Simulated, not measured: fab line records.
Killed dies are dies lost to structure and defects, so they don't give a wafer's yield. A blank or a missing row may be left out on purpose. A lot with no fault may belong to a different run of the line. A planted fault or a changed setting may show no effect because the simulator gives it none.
What tool caused it? | flow n5 finfet | 10 lots with 30 wafers sampled at 3 steps, on a route of 1938 steps

== WHAT THE GAUGES SHOWED, per wafer ==
N5_BEOL_M15_INSPECT_12: inspects for defects (macro). Usual: 2.0 for raw defect count, sd 1.2.
lot  | measured     | on                | raw defect count | flag
L788 | day 12 14:31 | defect inspect-02 | 3 2 0            |
L792 | day 13 09:45 | defect inspect-02 | 2 1 1            |
L791 | day 13 10:04 | defect inspect-01 | 4 4 0            |
L793 | day 13 18:35 | defect inspect-01 | 3 3 4            |
L794 | day 14 11:43 | defect inspect-01 | 3 0 1            |
L799 | day 15 16:55 | defect inspect-01 | 4 3 1            |
L800 | day 15 18:01 | defect inspect-02 | 1 3 3            |
L802 | day 16 04:16 | defect inspect-01 | 1 3 0            |
L804 | day 16 14:44 | defect inspect-02 | 1 2 4            |
L810 | day 18 12:06 | defect inspect-02 | 2 3 1            |

== TOOL THAT RAN EACH LOT (tool first, then ch and the chambers of the sampled wafers, then the start) ==
lot  | N5_BEOL_M14_ETCH_38                           | N5_BEOL_M14_DEP_53
L788 | rie diel-03 ch 0,3, day 12 13:40 or earlier   | pecvd-04 ch 0,2, day 12 13:40
L792 | rie diel-03 ch 0,1,2, day 13 08:53 or earlier | pecvd-01 ch 0,1, day 13 08:53
L791 | rie diel-06 ch 1,2, day 13 09:12 or earlier   | pecvd-03 ch 0,1,2, day 13 09:12
L793 | rie diel-01 ch 0,3, day 13 17:43 or earlier   | pecvd-03 ch 1,2, day 13 17:43
L794 | rie diel-06 ch 0,1, day 14 10:51 or earlier   | pecvd-01 ch 1,2, day 14 10:51
L799 | rie diel-01 ch 1,2, day 15 16:04 or earlier   | pecvd-03 ch 0,1, day 15 16:04
L800 | rie diel-03 ch 1,2, day 15 17:08 or earlier   | pecvd-04 ch 0,1, day 15 17:08
L802 | rie diel-03 ch 0,3, day 16 03:25 or earlier   | pecvd-03 ch 0,1, day 16 03:25
L804 | rie diel-03 ch 1,2,3, day 16 14:00 or earlier | pecvd-04 ch 0,1,2, day 16 14:00
L810 | rie diel-01 ch 1,3, day 18 11:03 or earlier   | pecvd-04 ch 0,1,2, day 18 11:03
- N5_BEOL_M14_ETCH_38: etches SiCN in CF4/N2, target depth 106.5 nm, time 120.6 s.
- N5_BEOL_M14_DEP_53: deposits SiCN from 3MS/NH3, target thk 50 nm, time 17.8 s.

== AS READ BY THE TOOLS THEMSELVES (means over the sampled wafers that have a number; for cases with no such wafer, the mark the record gives instead) ==
N5_BEOL_M14_ETCH_38. Usual: drypump motor current A 5.7 A, standard deviation 0.42; oes product au 0.82 a.u., standard deviation 0.095; rf fwd power W 428.5 W, standard deviation 1.3; rf vpp V 382.7 V, standard deviation 2.3; showerhead plenum p Torr 2.22 Torr, standard deviation 0.088; throttle valve pct 15.42 %, standard deviation 0.2.
lot  | tool        | drypump motor current A (A) | oes product au (a.u.) | rf fwd power W (W) | rf vpp V (V) | showerhead plenum p Torr (Torr) | throttle valve pct (%) | flag
L788 | rie diel-03 | 5.8                         | 0.72                  | 428.7              | 381.1        | 2.17                            | 15.47                  |
L792 | rie diel-03 | 5.6                         | 0.83                  | 428.0              | 383.1        | 2.23                            | 15.51                  |
L791 | rie diel-06 | 5.4                         | 0.85                  | 428.1              | 381.8        | 2.17                            | 15.07                  |
L793 | rie diel-01 | 5.5                         | 0.68                  | 427.8              | 382.6        | 2.20                            | 15.54                  |
L794 | rie diel-06 | 6.2                         | 0.76                  | 430.2              | 379.7        | 2.13                            | 15.39                  |
L799 | rie diel-01 | 5.6                         | 0.92                  | 428.3              | 382.2        | 2.23                            | 15.34                  |
L800 | rie diel-03 | 5.7                         | 0.88                  | 428.0              | 384.0        | 2.28                            | 15.51                  |
L802 | rie diel-03 | 6.2                         | 0.73                  | 429.1              | 382.1        | 2.22                            | 15.43                  |
L804 | rie diel-03 | 6.0                         | 0.82                  | 429.0              | 384.4        | 2.29                            | 15.48                  |
L810 | rie diel-01 | 5.4                         | 0.89                  | 428.1              | 384.1        | 2.28                            | 15.45                  |

N5_BEOL_M14_DEP_53. Usual: rf fwd power W 667 W, standard deviation 3.9; showerhead plenum p Torr 4.158 Torr, standard deviation 0.026; showerhead vpp V 1722 V, standard deviation 110; throttle valve pct 18.3 %, standard deviation 1.2.
lot  | tool     | rf fwd power W (W) | showerhead plenum p Torr (Torr) | showerhead vpp V (V) | throttle valve pct (%) | flag
L788 | pecvd-04 | 670                | 4.154                           | 1667                 | 17.2                   |
L792 | pecvd-01 | 663                | 4.176                           | 1672                 | 18.9                   |
L791 | pecvd-03 | 666                | 4.158                           | 1678                 | 18.6                   |
L793 | pecvd-03 | 665                | 4.155                           | 1701                 | 18.0                   |
L794 | pecvd-01 | 666                | 4.173                           | 1649                 | 17.6                   |
L799 | pecvd-03 | 663                | 4.143                           | 1613                 | 19.0                   |
L800 | pecvd-04 | 669                | 4.178                           | 1836                 | 18.2                   |
L802 | pecvd-03 | 663                | 4.162                           | 1627                 | 19.1                   |
L804 | pecvd-04 | 669                | 4.151                           | 1758                 | 17.6                   |
L810 | pecvd-04 | 670                | 4.156                           | 1776                 | 17.7                   |

== THE ANSWER, worked out from the rows above alone ==
Rule: a lot counts as off when the mean over its wafers that have a number is more than 3 standard deviations away from the usual mean. Also off: a lot with no number at a reading for which 4 or more lots have one. Any other lot the step has rows for is counted as sound. The gauges are gone through in route order, then the tools' own readings, and for those a lot's mean is taken as printed above. At the first step where some lot is off, the reading lying furthest off is the one used; lots without a number count as furthest.
Across all readings shown, no lot is off: no conclusion can be drawn from this.

== WHAT WAS PUT IN BY THE SIMULATOR ==
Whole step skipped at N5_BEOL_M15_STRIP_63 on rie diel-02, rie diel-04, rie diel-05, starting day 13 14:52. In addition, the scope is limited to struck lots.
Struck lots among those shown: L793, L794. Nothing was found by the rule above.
